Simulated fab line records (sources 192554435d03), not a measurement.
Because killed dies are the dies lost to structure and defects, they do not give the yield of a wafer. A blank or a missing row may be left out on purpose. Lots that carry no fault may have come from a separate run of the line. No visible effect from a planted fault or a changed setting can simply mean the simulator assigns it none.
Chamber matching ; flow n5-finfet ; 4 sister chambers for N5_MIM_TOP_ETCH_STRIP_01 on rie-diel-05
The step strips in O2. 8 wafers are shown with their chamber, then 11 later ones without.

EACH WAFER AND ITS CHAMBER
wafer;chamber;showerhead-plenum-p-Torr (Torr);drypump-motor-current-A (A)
L082.1;2;2.23;6.3
L082.5;0;2.02;5.9
L080.5;2;2.23;6.4
L080.6;3;1.99;5.2
L084.1;1;2.16;6.1
L084.2;3;1.98;5.2
L084.6;0;2.02;5.9
L085.3;1;2.16;6.1

WAFERS WITH NO CHAMBER GIVEN
wafer;showerhead-plenum-p-Torr (Torr);drypump-motor-current-A (A)
L085.4;2.02;5.9
L085.5;2.16;6.1
L089.1;1.98;5.2
L089.2;2.15;6.1
L089.4;2.02;5.9
L096.1;2.22;6.3
L096.2;2.02;5.9
L096.5;2.24;5.2
L097.2;2.22;6.4
L097.3;2.02;5.9
L097.4;2.15;6.1

EACH ONE'S CHAMBER
wafer;from the rows above;in truth
L085.4;0;0
L085.5;1;1
L089.1;3;3
L089.2;1;1
L089.4;0;0
L096.1;2;2
L096.2;0;0
L096.5;can't be placed: 2 or 1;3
L097.2;2;2
L097.3;0;0
L097.4;1;1
Correct placement for 10 of the 11. Unplaceable from these rows: 1, with the true chamber sitting among the candidates in 0. Placed wrongly: 0.
How it was worked out, from the rows above alone: a wafer's distance from a chamber is the root of the sum, over the readings, of the square of ((its reading less the chamber's mean) divided by the reading's scatter). The wafer belongs to the nearest chamber; if the next one is less than 2 further off, it can't be placed. The mean given for a chamber averages the wafers shown for that chamber. How the scatter is found: for the shown wafers, subtract from each reading the mean of its chamber, square and add these, divide the total by (wafers less chambers), then take the root.
